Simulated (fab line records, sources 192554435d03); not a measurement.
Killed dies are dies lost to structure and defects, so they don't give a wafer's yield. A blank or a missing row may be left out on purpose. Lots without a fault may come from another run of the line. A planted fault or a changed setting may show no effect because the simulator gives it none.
fab line records | flow n5_finfet
record lots=9 wafers=24 last_day=18
route steps=1938 shown BEOL_M4@1111 BEOL_M14@1756 PASSIVATION@1936
lots that met no fault: from a run of the same line without faults
start_h: hours from the record's first day to the start of the lot's first wafer shown | wait_h: hours since the lot's step before | " the same as in the row above | L1.1+2: a row that stands for several wafers | - no value, or no start given | * or withheld: withheld | < > ~ a bound
route shown NAME@n: a module of which the file shows steps, and the number in the route of the first | usual: mean/standard deviation of fault-free wafers | same: alike in all rows | chamber/n: place in a boat | sites: the reading at each site | _std_site: their standard deviation | _edge_site: outer sites' mean less inner sites' | radius_mm: how far each site lies from the wafer's centre | mask NAME#n: copy n | behind: the tool/chamber that last shaped the wafer | hold: why the lot was held/for how many hours/how that ended | device: the transistor (n, p or np) that didn't switch | end of line: the same wafers' tests at the end of the route | a step without rows: its recipe alone | killed: dies lost to structure and defects at the first sort, not the wafer's yield | map: a wafer's dies, x killed, . not, _ none there
set.NAME: the setting as run; set.NAME@STEP: as run at that earlier step | model.NAME: the simulator's own value behind a step, which no gauge read
steps of the route over a sample of lots; a table a step, a row a wafer
services: from which hour (start_h, from the record's first day; less than 0 if before it) a tool's chamber was out of use, for how many hours, and why
## steps
# step N5_BEOL_M4_RC_MEAS_101
# usual DIBL_N=36.9/1.7 DIBL_P=37.3/2.3 IOFF_N=0.16/0.033 IOFF_P=0.22/0.04 ION_N=673/12 ION_P=463/8 SS_N=71.6/0.58 SS_P=73.4/0.74 VT_N=250/3.2 VT_P=-250/3.4
# columns lot.wafer tool chamber start_h wait_h DIBL_N[mV/V] DIBL_P[mV/V] IOFF_N[nA/um] IOFF_P[nA/um] ION_N[uA/um] ION_P[uA/um] SS_N[mV/dec] SS_P[mV/dec] VT_N[mV] VT_P[mV]
L867.1 prober-02 0 186.13 0.0 37.3 38.3 0.18 0.23 676 460 72.1 73.7 249 -249
L867.2 " 0 " " 36.1 37.8 0.16 0.22 668 464 71.6 72.9 252 -250
L867.3 " 0 " " 36.7 38.3 0.18 0.24 684 475 72.0 72.8 247 -249
L868.1 prober-01 0 194.08 0.0 38.5 38.0 0.19 0.23 677 456 72.2 73.7 247 -252
L868.2 " 0 " " 35.9 34.2 0.13 0.18 656 452 71.5 72.1 252 -255
L868.5 " 0 " " 35.7 33.9 0.14 0.17 658 446 71.7 72.0 253 -257
L871.2 prober-01 0 218.35 0.2 40.5 41.6 0.24 0.30 687 473 72.5 74.3 245 -245
L871.3 " 0 " " 37.7 37.0 0.17 0.21 668 462 71.4 73.4 249 -250
L871.4 " 0 " " 36.3 35.5 0.14 0.19 661 454 71.3 72.9 251 -251
L875.3 prober-01 0 242.60 0.3 38.1 37.6 0.16 0.21 661 458 71.7 73.0 249 -251
L875.6 " 0 " " 36.4 37.6 0.15 0.22 681 473 71.1 73.7 250 -247
L877.2 prober-01 0 254.71 0.2 38.3 38.1 0.19 0.25 689 469 71.6 73.7 245 -248
L877.5 " 0 " " 38.3 37.8 0.18 0.24 686 465 72.5 73.2 245 -248
L878.1 prober-02 0 254.92 0.0 38.1 37.7 0.17 0.26 676 469 71.7 73.6 250 -247
L878.5 " 0 " " 38.0 36.8 0.17 0.22 674 462 71.7 73.1 248 -252
L878.6 " 0 " " 36.9 36.9 0.17 0.24 699 477 71.6 73.4 249 -249
L879.1 prober-01 0 261.93 0.0 35.4 36.1 0.14 0.18 682 468 71.1 73.3 252 -256
L879.2 " 0 " " 35.7 36.8 0.13 0.19 650 452 71.7 73.2 255 -253
L879.6 " 0 " " 35.7 36.9 0.13 0.20 669 462 71.7 73.1 251 -252
L883.5 prober-01 0 291.42 0.6 38.5 37.8 0.17 0.23 697 476 71.4 73.7 248 -249
L883.6 " 0 " " 38.1 37.8 0.17 0.23 670 462 71.7 72.7 251 -250
L886.3 prober-02 0 307.75 0.3 38.6 39.3 0.18 0.24 673 459 71.7 73.9 252 -252
L886.4 " 0 " " 39.3 39.4 0.18 0.23 669 459 72.6 74.4 251 -253
L886.5 " 0 " " 37.7 38.0 0.14 0.21 661 453 72.0 73.8 255 -255
# step N5_BEOL_M14_STRIP_37
# recipe chemistry=O2 power_w=600 temp_c=60 pressure_mtorr=30 rf_frequency_hz=6e+07 bias_power_w=0 overash_fraction=0.3 o2_flow_sccm=225
# usual drypump_motor_current_A=5.9/0.37 oes_product_au=0.83/0.067 rf_vpp_V=3.7/1 showerhead_plenum_p_Torr=2.12/0.068 throttle_valve_pct=16.69/0.2
# columns lot.wafer tool chamber start_h wait_h drypump_motor_current_A oes_product_au rf_hours_counter_h rf_vpp_V showerhead_plenum_p_Torr throttle_valve_pct
L867.1 rie_diel-01 3 272.90 6.9 5.3 0.83 61 4.5 2.23 16.88
L867.2 " 1 " " 6.1 0.88 31 3.3 2.07 16.57
L867.3 " 0 " " 6.0 0.82 83 2.3 2.22 16.64
L868.1 rie_diel-01 2 273.60 7.3 5.9 1.01 0 3.9 2.16 16.48
L868.2 " 3 " " 5.3 0.84 61 3.2 2.23 16.87
L868.5 " 3 " " 5.3 0.82 - 3.2 2.23 16.90
L871.2 rie_diel-02 0 300.79 6.7 6.0 0.81 101 3.4 2.12 16.53
L871.3 " 2 " " 6.2 0.84 86 4.5 2.12 16.38
L871.4 " 1 " " 5.5 0.70 250 2.1 2.15 17.19
L875.3 rie_diel-01 0 325.38 0.8 6.0 0.79 105 2.7 2.21 16.65
L875.6 " 2 " " 5.9 0.94 - 3.7 2.15 16.53
L878.1 rie_diel-06 0 337.42 0.3 6.2 0.81 82 1.5 2.04 16.84
L878.5 " 2 " " 5.7 0.80 - 1.1 2.02 16.61
L878.6 " 1 " " 6.5 0.84 - 4.4 2.14 16.94
L879.1 rie_diel-01 0 344.27 2.8 6.1 0.80 112 3.9 2.21 16.68
L879.2 " 2 " " 5.9 0.94 23 2.6 2.15 16.57
L879.6 " 0 " " 6.1 0.79 - 2.1 2.21 16.71
L877.2 rie_diel-02 2 344.31 2.1 6.2 0.82 104 3.0 2.11 16.46
L877.5 " 1 " " 5.5 0.98 - 6.1 2.15 16.77
L883.5 rie_diel-06 3 370.27 4.7 5.4 0.95 - 3.8 2.05 16.58
L883.6 " 0 " " 6.2 0.80 - 3.0 2.03 16.90
L886.3 rie_diel-02 3 393.31 1.8 5.5 0.79 91 2.7 2.14 16.47
L886.4 " 2 " " 6.2 0.80 122 3.4 2.11 16.45
L886.5 " 2 " " 6.2 0.79 - 5.8 2.11 16.44
# step N5_BEOL_M14_SPUTTER_43
# recipe material=TaN target_thk_a=150 temp_c=50 bias_v=168.6 power_w=15000 chamber_pressure_pa=0.12 time_s=24.19
# usual throttle_valve_pct=29.5/0.92
# columns lot.wafer tool chamber start_h wait_h throttle_valve_pct
L867.1 pvd_sputter-03 - 273.72 0.0 29.0
L867.2 " - " " 30.6
L867.3 " - " " 28.9
L868.1 pvd_sputter-01 - 274.08 0.0 28.9
L868.2 " - " " 32.4
L868.5 " - " " 29.3
L871.2 pvd_sputter-03 - 301.47 0.0 30.6
L871.3 " - " " 29.0
L871.4 " - " " 30.4
L875.3 pvd_sputter-03 - 326.12 0.0 29.2
L875.6 " - " " 30.4
L878.1 pvd_sputter-01 - 337.95 0.0 30.6
L878.5 " - " " 28.8
L878.6 " - " " 30.9
L879.1 pvd_sputter-02 - 346.41 0.0 29.1
L879.2 " - " " 29.3
L879.6 " - " " 28.9
L877.2 pvd_sputter-02 - 346.83 0.0 29.0
L877.5 " - " " 29.4
L883.5 pvd_sputter-02 - 370.86 0.0 29.2
L883.6 " - " " 28.0
L886.3 pvd_sputter-02 - 394.75 0.0 29.2
L886.4 " - " " 28.0
L886.5 " - " " 29.4
# step N5_BEOL_M14_ANNEAL_48
# recipe temp_c=225 time_s=90 ambient=N2
# usual wafer_temp_C_max=225.60/0.24
# columns lot.wafer tool chamber start_h wait_h wafer_temp_C_max
L867.1 rtp_anneal-01 0 274.76 0.7 225.20
L867.2 " 0 " " 225.59
L867.3 " 0 " " 225.37
L868.1 rtp_anneal-02 0 274.88 0.5 225.73
L868.2 " 0 " " 225.86
L868.5 " 0 " " 225.69
L871.2 rtp_anneal-02 0 302.42 0.6 226.28
L871.3 " 0 " " 225.62
L871.4 " 0 " " 226.10
L875.3 rtp_anneal-01 0 327.18 0.7 225.48
L875.6 " 0 " " 225.83
L878.1 rtp_anneal-01 0 338.42 0.1 225.51
L878.5 " 0 " " 225.50
L878.6 " 0 " " 225.65
L879.1 rtp_anneal-02 0 346.89 0.1 225.80
L879.2 " 0 " " 225.79
L879.6 " 0 " " 225.68
L877.2 rtp_anneal-02 0 347.35 0.2 225.83
L877.5 " 0 " " 225.54
L883.5 rtp_anneal-01 0 371.47 0.2 225.65
L883.6 " 0 " " 225.30
L886.3 rtp_anneal-01 0 395.31 0.2 225.39
L886.4 " 0 " " 225.66
L886.5 " 0 " " 225.53
# step N5_BEOL_M14_CMP_49
# recipe stop_on=SiO2 t_overpolish_s=5.2 down_force_psi=2 platen_rpm=80 clearing_platen_down_force_psi=2 clearing_platen_rpm=80 post_cmp_clean=cu_alkaline target_thk_nm=560 clearing_platen_pad_velocity_m_s=1.5917 pad_velocity_m_s=1.5917
# usual barrier_field_endpoint_s=11.40/0.28 motor_current_A=8.0/0.69 overpolish_run_s=5.201/0.0083 slurry_flow_ml_min=150.0/0.44 time_to_endpoint_s=122/4.2
# columns lot.wafer tool chamber start_h wait_h barrier_field_endpoint_s motor_current_A overpolish_run_s slurry_flow_ml_min time_to_endpoint_s
L867.1 cmp-01 1 275.05 0.3 11.93 8.1 5.193 150.3 129
L867.3 " 2 " " 11.76 7.0 5.208 149.3 126
L867.2 " 0 " " 12.32 8.0 5.182 149.4 129
L868.2 cmp-02 1 275.18 0.2 11.18 8.9 5.201 150.3 118
L868.1 " 0 " " 11.42 8.6 5.206 150.3 123
L868.5 " 1 " " 11.46 8.9 5.177 150.1 121
L871.3 cmp-01 3 302.73 0.2 11.57 7.9 5.197 150.4 127
L871.4 " 0 " " 11.90 8.0 5.198 150.7 131
L871.2 " 1 " " 11.66 8.0 5.198 151.1 121
L875.3 cmp-01 0 327.46 0.2 11.41 7.7 5.200 149.9 122
L875.6 " 3 " " 23.49 7.3 2.509 150.3 158
L878.1 cmp-03 3 338.79 0.3 11.47 7.1 5.198 149.1 119
L878.6 " 1 " " 11.41 9.2 5.207 150.5 121
L878.5 " 2 " " 11.39 9.8 5.189 149.5 118
L879.1 cmp-01 0 347.26 0.3 11.96 7.7 5.177 150.4 126
L879.2 " 1 " " 11.37 7.9 5.197 150.0 121
L879.6 " 3 " " 22.85 8.1 3.121 150.1 156
L877.2 cmp-01 1 347.62 0.2 11.29 8.1 5.210 149.2 123
L877.5 " 1 " " 22.28 8.2 3.709 149.9 157
L883.6 cmp-02 1 371.73 0.2 11.52 8.7 5.197 149.9 123
L883.5 " 2 " " 11.37 7.1 5.204 150.6 118
L886.3 cmp-03 2 395.51 0.2 11.32 9.1 5.191 150.0 120
L886.4 " 0 " " 11.25 8.7 5.197 150.2 113
L886.5 " 2 " " 11.58 9.5 5.195 149.6 124
# step N5_BEOL_M14_THK_MEAS_50
# recipe thk_meas_gauge=xrf reads=Cu_of_BEOL_M14_ECD_47
# usual M14_THK=559/12
# columns lot.wafer tool chamber start_h wait_h M14_THK[nm]
L867.1 film_metro-02 - 275.35 - 561
L867.2 " - " " 571
L867.3 " - " " 542
L868.1 film_metro-02 - 275.47 - 561
L868.2 " - " " 531
L868.5 " - " " 561
L871.2 film_metro-01 - 302.99 - 564
L871.3 " - " " 558
L871.4 " - " " 545
L875.3 film_metro-02 - 327.68 - 537
L875.6 " - " " 1058
L878.1 film_metro-02 - 339.01 - 550
L878.5 " - " " 557
L878.6 " - " " 564
L879.1 film_metro-02 - 347.48 - 566
L879.2 " - " " 552
L879.6 " - " " 1016
L877.2 film_metro-02 - 347.92 - 541
L877.5 " - " " 1047
L883.5 film_metro-02 - 371.88 - 549
L883.6 " - " " 562
L886.3 film_metro-01 - 395.81 - 564
L886.4 " - " " 560
L886.5 " - " " 561
# step N5_BEOL_M14_INSPECT_55
# recipe inspect_instrument=darkfield mode=post_dep
# usual raw_defect_count=74/24
# columns lot.wafer tool chamber start_h wait_h raw_defect_count
L867.1 defect_inspect-01 - 275.50 0.0 101
L867.2 " - " " 94
L867.3 " - " " 65
L868.1 defect_inspect-02 - 275.63 0.0 41
L868.2 " - " " 61
L868.5 " - " " 28
L871.2 defect_inspect-01 - 303.14 0.0 68
L871.3 " - " " 47
L871.4 " - " " 80
L875.3 defect_inspect-01 - 327.83 0.0 87
L875.6 " - " " 6464
L878.1 defect_inspect-02 - 339.16 0.0 82
L878.5 " - " " 69
L878.6 " - " " 76
L879.1 defect_inspect-01 - 347.64 0.0 72
L879.2 " - " " 68
L879.6 " - " " 6579
L877.2 defect_inspect-01 - 348.10 0.0 34
L877.5 " - " " 6580
L883.5 defect_inspect-01 - 372.03 0.0 111
L883.6 " - " " 108
L886.3 defect_inspect-01 - 395.97 0.0 57
L886.4 " - " " 60
L886.5 " - " " 90
# step N5_PASSIVATION_PROBE_49
# usual defect_limited_yield=91.2/1.3 killed_at_M0_to_M3=34/10 killed_at_M4_up=13/4.6 killed_at_contacts=13/5.5 killed_at_front_end=41/12 killed_at_other=2.8/2.4 killed_dies=104/16 killed_on_rim=14/4.2 killed_open=67/12 killed_short=33/7.2 sort_bin_5_function=5.1/0.86 sort_bin_6_memory=3.3/0.62 sort_bin_8_speed=0.00/0.014 sort_n_pass=1076/16
# same gross_dies=1180 killed_at_back_side=0 sort_bin_4_leakage[%]=0
# columns lot.wafer tool chamber start_h wait_h defect_limited_yield[%] killed_at_M0_to_M3 killed_at_M4_up killed_at_contacts killed_at_front_end killed_at_other killed_dies killed_on_rim killed_open killed_short sort_bin_5_function[%] sort_bin_6_memory[%] sort_bin_8_speed[%] sort_n_pass
L867.1 prober-01 - 298.87 0.0 88.5 30 19 27 58 2 136 15 100 33 6.9 4.2 0 1044
L867.2 prober-01 - 298.92 0.1 92.0 21 19 9 38 7 94 11 57 36 5.0 2.7 0 1086
L867.3 prober-01 - 298.97 0.1 92.5 20 16 8 39 6 89 11 59 28 4.7 2.6 0 1091
L868.1 prober-02 - 301.86 0.0 91.7 32 9 25 31 1 98 9 61 31 4.6 3.3 0 1082
L868.2 prober-02 - 301.91 0.1 92.6 30 7 14 36 0 87 12 56 26 4.2 2.9 0 1093
L868.5 prober-02 - 302.06 0.2 92.6 21 14 19 25 8 87 14 60 26 4.2 3.1 0 1093
L871.2 prober-01 - 322.53 0.1 92.5 16 20 12 38 2 88 12 59 23 3.7 3.2 0 1092
L871.3 prober-01 - 322.58 0.1 90.0 45 12 30 28 3 118 20 74 36 6.1 3.1 0 1062
L871.4 prober-01 - 322.63 0.2 93.5 19 11 5 39 3 77 7 51 25 4.3 1.9 0 1103
L878.1 prober-02 - 358.99 0.0 90.9 38 13 11 45 0 107 22 65 38 5.1 3.4 0 1073
L878.5 prober-02 - 359.19 0.2 90.8 30 18 5 55 0 108 16 74 32 5.9 2.9 0 1072
L878.6 prober-02 - 359.24 0.3 90.7 24 14 16 55 1 110 19 69 31 5.6 2.6 0 1070
L875.3 prober-01 - 360.57 1.0 91.9 42 9 20 24 0 95 16 66 28 4.8 3.1 0 1085
L875.6 prober-01 - 360.72 1.2 0 31 1115 13 20 1 1180 152 52 21 4.0 2.0 0 0
L879.1 prober-01 - 369.72 0.0 89.9 42 13 16 44 4 119 16 88 27 5.4 4.4 0 1061
L879.2 prober-01 - 369.77 0.1 92.3 16 14 5 46 10 91 15 60 27 5.0 2.6 0 1089
L879.6 prober-01 - 369.97 0.3 0 45 1081 12 38 4 1180 152 76 27 5.3 3.3 0 0
L877.2 prober-01 - 376.06 0.1 94.2 16 9 5 35 4 69 7 45 17 3.3 2.2 0.17 1111
L877.5 prober-01 - 376.21 0.2 0 18 1103 8 47 4 1180 152 57 30 4.2 3.1 0 0
L883.5 prober-01 - 390.63 0.2 90.4 34 4 11 63 1 113 13 70 34 6.2 2.6 0 1067
L883.6 prober-01 - 390.68 0.3 92.3 39 15 8 25 4 91 13 63 25 4.4 3.2 0 1089
L886.3 prober-02 - 419.94 0.1 90.4 39 10 10 48 6 113 10 83 25 5.4 4.1 0 1067
L886.4 prober-02 - 419.99 0.2 91.6 28 15 8 47 1 99 14 64 31 4.7 3.2 0 1081
L886.5 prober-02 - 420.04 0.2 90.6 40 17 17 29 8 111 17 76 30 5.3 4.0 0 1069
# killed by level:class
L867.1 MOL_CONTACT_COAG:geometric_particle:open=21 STI_FIN_REVEAL:geometric_particle:open=19 BEOL_M4:geometric_particle:open=12 FIN_SAQP:geometric_particle:open=10 BEOL_M3:geometric_particle:open=10 FIN_SAQP:geometric_particle:short=8 MOL_CONTACT_COAG:geometric_particle:short=6 STI_FIN_REVEAL:geometric_particle:short=5
L867.2 FIN_SAQP:geometric_particle:open=10 BEOL_M3:geometric_particle:open=7 STI_FIN_REVEAL:geometric_particle:open=7 FIN_SAQP:geometric_particle:short=6 MOL_CONTACT_COAG:geometric_particle:open=6 BEOL_M4:geometric_particle:open=6 BEOL_M4:geometric_particle:short=6 BEOL_M0_SAQP:geometric_particle:open=3
L867.3 FIN_SAQP:geometric_particle:open=12 FIN_SAQP:geometric_particle:short=11 MOL_CONTACT_COAG:geometric_particle:open=7 BEOL_M4:geometric_particle:open=7 STI_FIN_REVEAL:geometric_particle:open=5 BEOL_M3:geometric_particle:open=5 BEOL_M0:geometric_particle:open=4 BEOL_M0_SAQP:geometric_particle:short=3
L868.1 MOL_CONTACT_COAG:geometric_particle:open=16 STI_FIN_REVEAL:geometric_particle:open=9 MOL_CONTACT_COAG:geometric_particle:short=8 BEOL_M3:geometric_particle:open=7 BEOL_M2:geometric_particle:open=6 FIN_SAQP:geometric_particle:short=5 STI_FIN_REVEAL:geometric_particle:short=4 BEOL_M0_SAQP:geometric_particle:open=4
L868.2 MOL_CONTACT_COAG:geometric_particle:open=11 BEOL_M3:geometric_particle:open=11 GATE_CUT:geometric_particle:short=8 FIN_SAQP:geometric_particle:short=7 BEOL_M0_SAQP:geometric_particle:open=6 DUMMY_GATE:geometric_particle:open=5 STI_FIN_REVEAL:geometric_particle:open=4 FIN_SAQP:geometric_particle:open=3
L868.5 MOL_CONTACT_COAG:geometric_particle:open=18 FIN_SAQP:geometric_particle:short=6 BEOL_M0_SAQP:geometric_particle:short=5 BEOL_M2:geometric_particle:open=5 STI_FIN_REVEAL:geometric_particle:open=4 DUMMY_GATE:geometric_particle:open=4 BEOL_M0_SAQP:geometric_particle:open=4 BEOL_M4:geometric_particle:open=4
L871.2 FIN_SAQP:geometric_particle:open=14 MOL_CONTACT_COAG:geometric_particle:open=11 BEOL_M4:geometric_particle:open=9 BEOL_M3:geometric_particle:open=7 FIN_SAQP:geometric_particle:short=6 STI_FIN_REVEAL:geometric_particle:open=4 DUMMY_GATE:geometric_particle:open=4 BEOL_M1:geometric_particle:short=4
L871.3 MOL_CONTACT_COAG:geometric_particle:open=22 BEOL_M3:geometric_particle:open=15 BEOL_M0_SAQP:geometric_particle:short=10 MOL_CONTACT_COAG:geometric_particle:short=7 BEOL_M2:geometric_particle:open=6 BEOL_M0_SAQP:geometric_particle:open=5 FIN_SAQP:geometric_particle:open=4 BEOL_M1:geometric_particle:open=4
L871.4 FIN_SAQP:geometric_particle:open=11 STI_FIN_REVEAL:geometric_particle:open=6 BEOL_M1:geometric_particle:open=6 BEOL_M4:geometric_particle:open=6 DUMMY_GATE:geometric_particle:open=5 MOL_CONTACT_COAG:geometric_particle:open=5 BEOL_M0_SAQP:geometric_particle:open=4 FIN_SAQP:geometric_particle:short=3
L878.1 STI_FIN_REVEAL:geometric_particle:open=9 BEOL_M1:geometric_particle:open=8 BEOL_M0_SAQP:geometric_particle:open=7 FIN_SAQP:geometric_particle:open=6 MOL_CONTACT_COAG:geometric_particle:short=6 BEOL_M2:geometric_particle:open=6 DUMMY_GATE:geometric_particle:open=5 GATE_CUT:geometric_particle:short=5
L878.5 STI_FIN_REVEAL:geometric_particle:open=13 BEOL_M0_SAQP:geometric_particle:short=10 GATE_CUT:geometric_particle:short=10 BEOL_M0_SAQP:geometric_particle:open=9 GATE_CUT:geometric_particle:open=8 BEOL_M4:geometric_particle:open=7 MOL_CONTACT_COAG:geometric_particle:open=5 DUMMY_GATE:geometric_particle:open=5
L878.6 MOL_CONTACT_COAG:geometric_particle:open=12 GATE_CUT:geometric_particle:short=11 BEOL_M4:geometric_particle:open=10 STI_FIN_REVEAL:geometric_particle:open=9 FIN_SAQP:geometric_particle:open=8 HKMG_FIN:area_etch=8 BEOL_M3:geometric_particle:open=7 FIN_SAQP:geometric_particle:short=5
L875.3 MOL_CONTACT_COAG:geometric_particle:open=16 FIN_SAQP:geometric_particle:open=8 BEOL_M0_SAQP:geometric_particle:open=8 BEOL_M1:geometric_particle:open=8 BEOL_M0_SAQP:geometric_particle:short=7 STARTING-WAFER:geometric_particle:open=5 MOL_CONTACT_COAG:geometric_particle:short=4 BEOL_M1:geometric_particle:short=4
L875.6 BEOL_M14:area_cmp=1107 MOL_CONTACT_COAG:geometric_particle:open=12 BEOL_M2:geometric_particle:open=10 STI_FIN_REVEAL:geometric_particle:open=7 BEOL_M3:geometric_particle:open=5 BEOL_M0_SAQP:geometric_particle:short=4 BEOL_M0_SAQP:geometric_particle:open=3 BEOL_M3:geometric_particle:short=3
L879.1 FIN_SAQP:geometric_particle:open=15 MOL_CONTACT_COAG:geometric_particle:open=12 BEOL_M0_SAQP:geometric_particle:open=11 BEOL_M2:geometric_particle:open=11 BEOL_M0_SAQP:geometric_particle:short=10 BEOL_M1:geometric_particle:open=8 BEOL_M5:geometric_particle:open=8 DUMMY_GATE:geometric_particle:open=7
L879.2 STI_FIN_REVEAL:geometric_particle:open=9 FIN_SAQP:geometric_particle:open=9 FIN_SAQP:geometric_particle:short=7 BEOL_M2:geometric_particle:open=6 BEOL_M0_SAQP:geometric_particle:short=5 GATE_CUT:geometric_particle:open=4 MOL_CONTACT_COAG:geometric_particle:open=4 STARTING-WAFER:geometric_particle:open=4
L879.6 BEOL_M14:area_cmp=1077 BEOL_M0_SAQP:geometric_particle:open=15 BEOL_M2:geometric_particle:open=15 FIN_SAQP:geometric_particle:short=8 FIN_SAQP:geometric_particle:open=8 MOL_CONTACT_COAG:geometric_particle:open=8 BEOL_M0_SAQP:geometric_particle:short=6 STARTING-WAFER:geometric_particle:open=6
L877.2 FIN_SAQP:geometric_particle:open=13 FIN_SAQP:geometric_particle:short=7 STARTING-WAFER:geometric_particle:open=6 MOL_CONTACT_COAG:geometric_particle:open=5 BEOL_M2:geometric_particle:open=3 STARTING-WAFER:geometric_particle:short=3 GATE_CUT:geometric_particle:open=2 BEOL_M0_SAQP:geometric_particle:open=2
L877.5 BEOL_M14:area_cmp=1092 FIN_SAQP:geometric_particle:open=16 FIN_SAQP:geometric_particle:short=10 MOL_CONTACT_COAG:geometric_particle:open=7 BEOL_M2:geometric_particle:open=5 BEOL_M3:geometric_particle:open=4 FIN_CUT:geometric_particle:open=3 SPACER0:geometric_particle:short=3
L883.5 STI_FIN_REVEAL:geometric_particle:open=14 FIN_SAQP:geometric_particle:open=12 FIN_SAQP:geometric_particle:short=9 BEOL_M0_SAQP:geometric_particle:open=9 BEOL_M1:geometric_particle:open=7 DUMMY_GATE:geometric_particle:open=7 MOL_CONTACT_COAG:geometric_particle:short=6 BEOL_M2:geometric_particle:open=6
L883.6 BEOL_M0_SAQP:geometric_particle:open=10 STI_FIN_REVEAL:geometric_particle:open=7 MOL_CONTACT_COAG:geometric_particle:open=7 BEOL_M0_SAQP:geometric_particle:short=7 BEOL_M0:geometric_particle:open=7 GATE_CUT:geometric_particle:short=6 BEOL_M4:geometric_particle:open=5 BEOL_M2:geometric_particle:open=5
L886.3 STI_FIN_REVEAL:geometric_particle:open=18 FIN_SAQP:geometric_particle:open=9 MOL_CONTACT_COAG:geometric_particle:open=7 BEOL_M0_SAQP:geometric_particle:open=7 BEOL_M3:geometric_particle:open=6 BEOL_M0:geometric_particle:open=5 GATE_CUT:geometric_particle:open=5 BEOL_M0_SAQP:geometric_particle:short=5
L886.4 FIN_SAQP:geometric_particle:open=16 FIN_SAQP:geometric_particle:short=9 BEOL_M1:geometric_particle:open=8 BEOL_M0_SAQP:geometric_particle:open=7 MOL_CONTACT_COAG:geometric_particle:open=4 MOL_CONTACT_COAG:geometric_particle:short=4 BEOL_M0_SAQP:geometric_particle:short=4 BEOL_M4:geometric_particle:open=4
L886.5 MOL_CONTACT_COAG:geometric_particle:open=14 STI_FIN_REVEAL:geometric_particle:open=8 BEOL_M0_SAQP:geometric_particle:short=7 BEOL_M0_SAQP:geometric_particle:open=7 BEOL_M1:geometric_particle:open=7 FIN_SAQP:geometric_particle:short=5 BEOL_M3:geometric_particle:open=5 BEOL_M4:geometric_particle:open=5
## services
# columns tool chamber start_h hours kind
rie_diel-01 2 254.45 7.3 repair
rie_diel-01 2 261.77 - clean
rie_diel-01 2 261.77 - consumable_replace:focus_ring
rie_diel-01 2 261.77 11.2 scheduled_down
rie_diel-01 2 261.77 11.2 vent_cycle
cmp-01 - 268.13 1.9 repair
cmp-01 - 289.09 4.0 pm
cmp-01 - 293.09 - consumable_replace:conditioner
cmp-01 - 293.09 - consumable_replace:pad
cmp-03 - 296.21 4.0 pm
cmp-02 - 297.12 0.5 repair
cmp-03 - 300.21 - consumable_replace:conditioner
cmp-03 - 300.21 - consumable_replace:pad
rie_diel-02 1 302.20 - clean
rie_diel-02 1 302.20 - consumable_replace:focus_ring
rie_diel-02 1 302.20 17.0 scheduled_down
rie_diel-02 1 302.20 17.0 vent_cycle
rie_diel-01 2 315.73 7.1 repair
cmp-03 - 316.56 0.2 repair
cmp-02 - 321.56 0.3 repair
rie_diel-02 3 350.59 13.3 repair
pvd_sputter-02 - 366.38 0.7 repair
rie_diel-02 1 372.17 3.1 repair
cmp-02 - 393.56 1.6 repair
## key
first_sign step=N5_BEOL_M14_CMP_49 reading=overpolish_run_s direction=down sigmas=99+ usual=5.201 struck=3.113
effect step=N5_BEOL_M14_CMP_49 reading=barrier_field_endpoint_s direction=up sigmas=41 usual=11.40 struck=22.87
effect step=N5_BEOL_M14_THK_MEAS_50 reading=M14_THK direction=up sigmas=42 usual=559 struck=1040
effect step=N5_BEOL_M14_INSPECT_55 reading=raw_defect_count direction=up sigmas=99+ usual=74 struck=6541
effect step=N5_PASSIVATION_PROBE_49 reading=killed_at_M4_up direction=up sigmas=99+ usual=13 struck=1100
more_kills_born_at N5_BEOL_M14_CMP_49@cmp-01=3276
met_at N5_BEOL_M14_CMP_49
struck_lots L875,L877,L879
struck_wafers L875.6,L877.5,L879.6
later_rows_left_out L875.6,L877.5,L879.6
not_acting_at N5_BEOL_M14_STRIP_37,N5_BEOL_M14_SPUTTER_43,N5_BEOL_M14_ANNEAL_48
onset_between 302.73 327.46
fault kind=process_parameter_drift tool=cmp-01 chamber=- onset_h=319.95 steps=N5_BEOL_M14_CMP_49 channel=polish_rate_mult offset=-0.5 shape=step end_h=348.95 scope=struck_wafers_only
# later_rows_left_out: the simulator's readings of these wafers behind a module that went badly wrong aren't trusted and aren't shown, but for the sort
